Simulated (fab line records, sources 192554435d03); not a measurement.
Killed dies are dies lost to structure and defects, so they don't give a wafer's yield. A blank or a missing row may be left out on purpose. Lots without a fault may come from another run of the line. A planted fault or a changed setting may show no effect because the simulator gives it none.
Chamber matching | flow n5_finfet | N5_BEOL_M6_STRIP_67 on rie_diel-04: 4 sister chambers
The step strips in CF4. 20 wafers are shown with their chamber, then 10 later ones without.

WAFERS WITH THEIR CHAMBER
wafer  | chamber | showerhead_plenum_p_Torr (Torr) | throttle_valve_pct (%) | drypump_motor_current_A (A)
L074.1 | 2       | 1.85                            | 14.02                  | 5.6
L074.2 | 1       | 1.89                            | 13.45                  | 6.2
L074.3 | 0       | 1.75                            | 13.29                  | 5.5
L075.1 | 0       | 1.75                            | 13.29                  | 5.5
L075.5 | 2       | 1.85                            | 14.04                  | 5.6
L075.6 | 3       | 1.89                            | 13.62                  | 5.6
L076.1 | 0       | 1.75                            | 13.30                  | 5.5
L076.2 | 3       | 1.89                            | 13.59                  | 5.6
L076.3 | 1       | 1.89                            | 13.45                  | 6.1
L076.4 | 2       | 1.85                            | 14.05                  | 5.6
L076.5 | 1       | 1.89                            | 13.46                  | 6.2
L076.6 | 0       | 1.75                            | 13.28                  | 5.5
L080.1 | 1       | 1.89                            | 13.46                  | 6.2
L080.3 | 2       | 1.85                            | 14.03                  | 5.6
L080.5 | 2       | 1.85                            | 14.05                  | 5.6
L085.1 | 3       | 1.89                            | 13.65                  | 5.6
L085.4 | 0       | 1.74                            | 13.33                  | 5.5
L085.6 | 1       | 1.89                            | 13.48                  | 6.2
L090.1 | 2       | 1.85                            | 14.07                  | 5.6
L090.2 | 3       | 1.89                            | 13.64                  | 5.7

SIGNATURES (means of the wafers above)
reading                  | chamber 0 | chamber 1 | chamber 2 | chamber 3 | scatter within a chamber
showerhead_plenum_p_Torr | 1.7480    | 1.8900    | 1.8500    | 1.8900    | 0.00224
throttle_valve_pct       | 13.2980   | 13.4600   | 14.0433   | 13.6250   | 0.0189
drypump_motor_current_A  | 5.500     | 6.180     | 5.600     | 5.625     | 0.0311
Rule: a wafer's distance from a chamber is the root of the sum, over the readings, of the square of ((its reading less the chamber's mean) divided by the reading's scatter). The wafer belongs to the nearest chamber; if the next one is less than 2 further off, it can't be placed. The scatter: the root of (the sum of the squares of (reading less its chamber's mean) over the shown wafers, divided by (wafers less chambers)).

WAFERS WITHOUT THEIR CHAMBER
wafer  | showerhead_plenum_p_Torr (Torr) | throttle_valve_pct (%) | drypump_motor_current_A (A)
L090.3 | 1.89                            | 13.51                  | 6.2
L092.1 | 1.89                            | 13.52                  | 6.2
L092.2 | 1.84                            | 14.09                  | 5.6
L092.3 | 1.74                            | 13.35                  | 5.5
L091.1 | 1.84                            | 14.11                  | 5.6
L091.4 | 1.89                            | 13.66                  | 5.7
L091.6 | 1.89                            | 13.51                  | 6.2
L097.1 | 1.88                            | 13.69                  | 5.6
L097.4 | 1.74                            | 13.37                  | 5.5
L097.6 | 1.88                            | 13.54                  | 6.2

WHICH CHAMBER EACH WENT THROUGH
wafer  | from the rows above | in truth
L090.3 | 1                   | 1
L092.1 | 1                   | 1
L092.2 | 2                   | 2
L092.3 | 0                   | 0
L091.1 | 2                   | 2
L091.4 | 3                   | 3
L091.6 | 1                   | 1
L097.1 | 3                   | 3
L097.4 | 0                   | 0
L097.6 | 1                   | 1
Placed correctly: 10 of 10. Can't be placed from these rows: 0. Placed wrongly: 0.
